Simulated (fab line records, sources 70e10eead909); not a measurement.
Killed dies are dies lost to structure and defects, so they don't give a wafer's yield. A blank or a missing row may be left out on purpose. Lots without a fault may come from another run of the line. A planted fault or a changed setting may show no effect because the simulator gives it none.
A struck lot beside a sound one | flow nand_harc | 15 steps out of a route of 1302
Sound: wafers L328.1, L328.4, L328.5. Struck: wafers L322.4, L322.5, L322.6. The cause comes at the end.
At each step with rows: each side's tool, then ch and its chambers, then its first start. Under that, the readings that differ: sound wafers | struck wafers | difference of the means | sigmas: that difference in standard deviations of wafers without a fault.
alike: readings whose means differ by less than 2 such deviations, and words and numbers that are the same on both sides. not compared: withheld readings, readings that some wafer has no value for, bounds like >300 that may hide the same value, and numbers for which the record gives no deviation and whose values overlap.
The two part at a step that has a row with sigmas, a row that says differs or no value, or rows on one side only. Numbers that don't overlap but have no deviation are shown without sigmas and don't part them. A reading that every wafer of one side lacks parts them only if that side has two wafers or more.

first, 3 steps without rows for these wafers: NHARC_A_CHANNEL_HOLE_D1_EXPOSE_07 (exposes mask HOLE D1, target cd 100 nm); NHARC_A_CHANNEL_HOLE_D1_PEB_08 (peb time 65 s); NHARC_A_CHANNEL_HOLE_D1_DEVELOP_09 (develop time 35 s).
NHARC_A_CHANNEL_HOLE_D1_CD_MEAS_10: target cd 100 nm.
  sound on cd_sem-01 ch 0, day 15 09:31; struck on cd_sem-02 ch 0, day 13 04:10
  alike: cd_nm
NHARC_A_CHANNEL_HOLE_D1_OVL_MEAS_11:
  sound on overlay-02, day 15 09:37; struck on overlay-02, day 13 04:15
  alike: overlay_x_nm, overlay_y_nm
NHARC_A_CHANNEL_HOLE_D1_INSPECT_12:
  sound on defect_inspect-02, day 15 09:39; struck on defect_inspect-02, day 13 04:17
  alike: raw_defect_count
NHARC_A_CHANNEL_HOLE_D1_DESCUM_15: chemistry O2, time 3 s.
  sound on rie_diel-11 ch 0,1, day 15 09:43; struck on rie_diel-11 ch 0,1,2, day 13 04:22
  alike: drypump_motor_current_A, oes_product_au, rf_vpp_V, showerhead_plenum_p_Torr, throttle_valve_pct
  not compared: rf_hours_counter_h
NHARC_A_CHANNEL_HOLE_D1_ETCH_38: etches the open film in CF4, target depth 39 nm, time 65 s.
  sound on rie_diel-11 ch 0,1,2, day 15 09:49; struck on rie_diel-11 ch 0,1,3, day 13 04:27
  alike: bias_w, cf4_flow_sccm, drypump_motor_current_A, oes_product_au, rf_vpp_V, showerhead_plenum_p_Torr, throttle_valve_pct
  not compared: rf_hours_counter_h
NHARC_A_CHANNEL_HOLE_D1_ETCH_39: etches the open film in N2/H2, target depth 260 nm, time 325 s.
  sound on rie_diel-11 ch 0,1,2; struck on rie_diel-11 ch 2,3
  alike: bias_w, chamber_pressure_mTorr, drypump_motor_current_A, h2_flow_sccm, oes_product_au, rf_vpp_V, showerhead_plenum_p_Torr, throttle_valve_pct
  not compared: rf_hours_counter_h
then, 1 step without rows for these wafers: NHARC_A_CHANNEL_HOLE_D1_ETCH_34 (etches the open film in CF4/CHF3, target depth 154 nm, time 77 s).
NHARC_A_CHANNEL_HOLE_D1_ETCH_16: etches the open film in O2/COS, target depth 3100 nm, time 806 s.
  sound on rie_diel-11 ch 1,2; struck on rie_diel-11 ch 0,1,2
  alike: bias_w, chamber_pressure_mTorr, drypump_motor_current_A, oes_product_au, rf_vpp_V, showerhead_plenum_p_Torr, throttle_valve_pct
  not compared: rf_hours_counter_h
NHARC_A_CHANNEL_HOLE_D1_CD_MEAS_18:
  sound on cd_sem-02, day 15 11:13; struck on cd_sem-01, day 13 05:28
  alike: cd_nm
NHARC_A_CHANNEL_HOLE_D1_ETCH_19: etches the open film in C4F8/O2/Ar, time 34.5 s.
  sound on har_etch-01 ch 0,1, day 15 11:17; struck on har_etch-02 ch 0,1, day 13 09:07
  no value came back on the struck wafers for any of 5 readings (bias_v (V), c4f8_flow_sccm (sccm) and others); on the sound wafers bias_v (V) reads 1175 1205 1193
  not compared: rf_hours_counter_h
NHARC_A_CHANNEL_HOLE_D1_ETCH_20: etches the open film in C4F8/O2/Ar, time 361.9 s, target depth 1600 nm.
  sound on har_etch-01 ch 0,1, day 15 11:24; struck on har_etch-02 ch 0,1, day 13 09:18
  alike: c4f8_flow_sccm, chamber_pressure_mTorr, drypump_motor_current_A, showerhead_plenum_p_Torr, throttle_valve_pct
  not compared: rf_hours_counter_h
-- the record jumps here: 16 days lie between the struck wafers' starts before and after (it left off in module A_CHANNEL_HOLE_D1 and takes up again in module END, whose first step shown is number 1302 of the route) --
NHARC_END_SORT_01:
  the record has rows for the struck wafers here (prober-01 ch 0, day 29 08:45) and none for the sound ones

WHERE THEY PART
First at NHARC_A_CHANNEL_HOLE_D1_ETCH_19; last, within this record, at NHARC_END_SORT_01.

WHY: what the simulator had put in
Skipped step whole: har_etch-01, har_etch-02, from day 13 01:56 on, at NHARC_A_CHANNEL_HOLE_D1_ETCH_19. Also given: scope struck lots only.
